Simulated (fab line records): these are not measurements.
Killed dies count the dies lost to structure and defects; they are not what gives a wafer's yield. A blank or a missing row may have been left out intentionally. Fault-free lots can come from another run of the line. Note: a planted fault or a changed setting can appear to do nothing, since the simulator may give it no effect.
Problem report, 8D (eight disciplines) form, completed by code | flow nand_harc | the parts of the form that need people (team, actions taken, sign-off) are left out

## 1. THE PROBLEM
Wafers without a fault read 80.2 nm, standard deviation 0.52; cd_nm at NHARC_A_M0_CD_MEAS_09 reads a mean of 74.0 nm on 2 wafers belonging to 2 lots. Measured from the usual mean, that is -12 standard deviations.
The step: target cd 80 nm.
Seen first at day 28 03:01 on cd_sem-02, wafer L359.5. Wafers with a number at this step in the record: 32, from 12 lots. The rule behind "out" and "out of limits": a value lying over 4 standard deviations away from the usual mean. All remaining wafers that have a number are taken as sound.

## 2. WHAT IT IS AND WHAT IT IS NOT
question                    | is                     | is not
which readings at this step | cd_nm                  | -
which lots                  | L359, L360             | L346, L348, L352, L353, L354, L355, L365, L367, L368, L369
which wafers of those lots  | all that have a number | -
read on which gauges        | cd_sem-02, cd_sem-03   | cd_sem-01
when                        | from day 28 03:01      | up to then (18 sound wafers); but 12 sound wafers of L365, L367, L368, L369 came after

## 3. WHAT RULES OUT EACH SUSPECT
Counting: any tool at a process step up to the reading is kept as a suspect provided that every lot that is out went through it and no sound lot did after the first of them.
- the gauge at NHARC_A_M0_CD_MEAS_09 has been ruled out. The wafers that are out were read on 2 gauges (cd_sem-02, cd_sem-03).
- litho_track-01 at NHARC_A_M0_PEB_07 (peb time 65 s): kept. Every lot that is out went through it, starting with L359 (day 28 02:55), and after that it ran no sound lot; the last sound lot it ran before then is L354 (day 25 04:41). On those wafers its own readings are out: heater_power_total_W, plate_temp_C.
Remaining after the count: litho_track-01 at NHARC_A_M0_PEB_07.

## 4. THE CAUSE (what the simulator had put in)
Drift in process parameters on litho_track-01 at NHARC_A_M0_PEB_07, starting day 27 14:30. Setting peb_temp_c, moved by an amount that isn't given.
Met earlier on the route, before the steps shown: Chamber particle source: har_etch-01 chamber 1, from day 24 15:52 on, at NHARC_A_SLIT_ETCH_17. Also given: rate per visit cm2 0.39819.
The count eliminated every tool but this one.

## 5. THE CHAIN OF EFFECTS, in route order
One row per reading whose mean, taken over the struck wafers that have a number, lies over 3 standard deviations from the usual. Only readings for which the record gives a usual standard deviation are gone through. hours: the time from each lot's start at the first step in this table that gives one to its start at this step, as a median over the lots. sigmas: the change in usual standard deviations.
hours | step                  | reading              | usual    | on struck wafers | change | sigmas
0     | NHARC_A_M0_PEB_07     | heater_power_total_W | 156.6 W  | 153.2            | -3.4   | -7.7
0     | NHARC_A_M0_PEB_07     | plate_temp_C         | 100.00 C | 98.39            | -1.61  | -13
0     | NHARC_A_M0_CD_MEAS_09 | cd_nm                | 80.2 nm  | 74.0             | -6.2   | -12
1     | NHARC_A_M0_CD_MEAS_16 | cd_nm                | 80.1 nm  | 73.2             | -6.8   | -11
It contains these process steps:
- NHARC_A_M0_PEB_07: peb time 65 s.
At these later measuring or inspecting steps, every struck wafer for which the step has a row has a number for every such reading, and none has moved that far: NHARC_END_SORT_01.

## 6. WHAT WOULD HAVE CAUGHT IT SOONER
Counted from the fault's start at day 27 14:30, it took 13 hours until the first out-of-limits reading at a measuring or inspecting step in this record, taken at day 28 03:01.
At NHARC_A_M0_PEB_07, the tool's own readings (heater_power_total_W, plate_temp_C) were out on each struck wafer the step has a row for, so an alarm limit on them would have fired on the first such wafer.
Lots out: 2; of these, L360 started NHARC_A_M0_PEB_07 on litho_track-01 after day 28 03:01. Putting the tool on hold at that point would have spared it.
